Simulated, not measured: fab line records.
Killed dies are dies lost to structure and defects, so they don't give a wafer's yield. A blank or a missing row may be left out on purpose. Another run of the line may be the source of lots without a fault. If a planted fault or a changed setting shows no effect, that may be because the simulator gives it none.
Which of the tools did it?	flow nand_harc	Sampling: 11 lots, 33 wafers, 5 of 1302 route steps

WHAT EACH GAUGE READ, for each wafer
NHARC_A_SOURCE_PLATE_THK_MEAS_06: measures by ellipsometry.
lot	measured	on	thk_nm (nm)
L076	day 8 19:17	film_metro-02	200.7 199.6 200.3
L078	day 9 04:41	film_metro-02	195.9 196.1 196.0
L080	day 10 06:31	film_metro-02	202.2 200.0 200.9
L082	day 10 23:11	film_metro-01	200.5 199.3 201.5
L083	day 11 20:39	film_metro-01	200.0 202.9 198.8
L086	day 12 15:32	film_metro-02	201.6 204.0 203.0
L087	day 13 13:19	film_metro-02	198.5 197.3 199.2
L090	day 14 16:29	film_metro-01	199.2 198.5 200.8
L092	day 15 01:24	film_metro-01	200.1 197.7 200.5
L094	day 15 23:30	film_metro-01	197.6 197.4 198.7
L096	day 16 22:58	film_metro-01	201.4 200.1 200.8

WHICH TOOL RAN EACH LOT (tool, then ch and the chambers of the sampled wafers, then the start)
lot	NHARC_P_M1_PRE_CLEAN_30	NHARC_P_BONDPAD_DESCUM_11	NHARC_P_BONDPAD_ETCH_12	NHARC_P_BONDPAD_ETCH_24
L076	pvd_sputter-02, day 7 14:38 or earlier	rie_diel-08 ch 0,3, day 7 14:38	rie_diel-08 ch 0,2, day 8 19:17 or earlier	rie_diel-03 ch 0,1, day 8 19:17 or earlier
L078	pvd_sputter-01, day 8 03:51 or earlier	rie_diel-04 ch 1,2, day 8 03:51	rie_diel-04 ch 0,2,3, day 9 04:41 or earlier	rie_diel-08 ch 0,2,3, day 9 04:41 or earlier
L080	pvd_sputter-01, day 9 05:07 or earlier	rie_diel-04 ch 2,3, day 9 05:07	rie_diel-04 ch 0,3, day 10 06:31 or earlier	rie_diel-03 ch 0,1, day 10 06:31 or earlier
L082	pvd_sputter-02, day 9 21:56 or earlier	rie_diel-03 ch 1,2, day 9 21:56	rie_diel-03 ch 1,2, day 10 23:11 or earlier	rie_diel-04 ch 0,1,3, day 10 23:11 or earlier
L083	pvd_sputter-02, day 10 17:05 or earlier	rie_diel-04 ch 2,3, day 10 17:05	rie_diel-04 ch 1,2, day 11 20:39 or earlier	rie_diel-08 ch 0,1, day 11 20:39 or earlier
L086	pvd_sputter-02, day 11 13:55 or earlier	rie_diel-08 ch 0,2, day 11 13:55	rie_diel-08 ch 0,2, day 11 14:31 or earlier	rie_diel-08 ch 0,2,3, day 11 14:31
L087	pvd_sputter-03, day 12 12:40 or earlier	rie_diel-03 ch 0,2,3, day 12 12:40	rie_diel-03 ch 0,1,3, day 13 13:19 or earlier	rie_diel-08 ch 0,2,3, day 13 13:19 or earlier
L090	pvd_sputter-03, day 13 09:46 or earlier	rie_diel-03 ch 0,1, day 13 09:46	rie_diel-03 ch 0,2,3, day 14 16:29 or earlier	rie_diel-08 ch 0,1, day 14 16:29 or earlier
L092	pvd_sputter-02, day 14 00:55 or earlier	rie_diel-08 ch 1,2,3, day 14 00:55	rie_diel-08 ch 2,3, day 15 01:24 or earlier	rie_diel-03 ch 0,1,3, day 15 01:24 or earlier
L094	pvd_sputter-03, day 14 22:13 or earlier	rie_diel-03 ch 0,2,3, day 14 22:13	rie_diel-03 ch 0,2, day 15 23:30 or earlier	rie_diel-04 ch 0,2,3, day 15 23:30 or earlier
L096	pvd_sputter-03, day 15 19:19 or earlier	rie_diel-03 ch 0,1, day 15 19:19	rie_diel-03 ch 0,1,3, day 16 22:58 or earlier	rie_diel-08 ch 0,2,3, day 16 22:58 or earlier
- NHARC_P_M1_PRE_CLEAN_30: time 30 s.
- NHARC_P_BONDPAD_DESCUM_11: chemistry O2, time 3 s.
- NHARC_P_BONDPAD_ETCH_12: etches the open film in CHF3/O2, target depth 200 nm, time 100 s.
- NHARC_P_BONDPAD_ETCH_24: etches the open film in CF4/N2, target depth 30 nm, time 72.99 s.

THE ANSWER, worked out from the rows above alone
Rule: the usual values come from the lots themselves. The widest of any qualifying gaps counts: lots, ordered by their means at a reading, are off when they make up no more than a third of the lots, leave a main group of 4 or more, and stand apart from it by 3 or more times the standard deviation of that group's means. A main group whose means are all the same, to the digits that the tables above print for the reading, isn't used. A lot without any number at a reading at which 4 lots or more have one is off too. Where the step has rows for the other lots, those lots are counted as sound.
None of the lots is off at any reading shown; this tells nothing.

WHAT THE SIMULATOR HAD PUT IN
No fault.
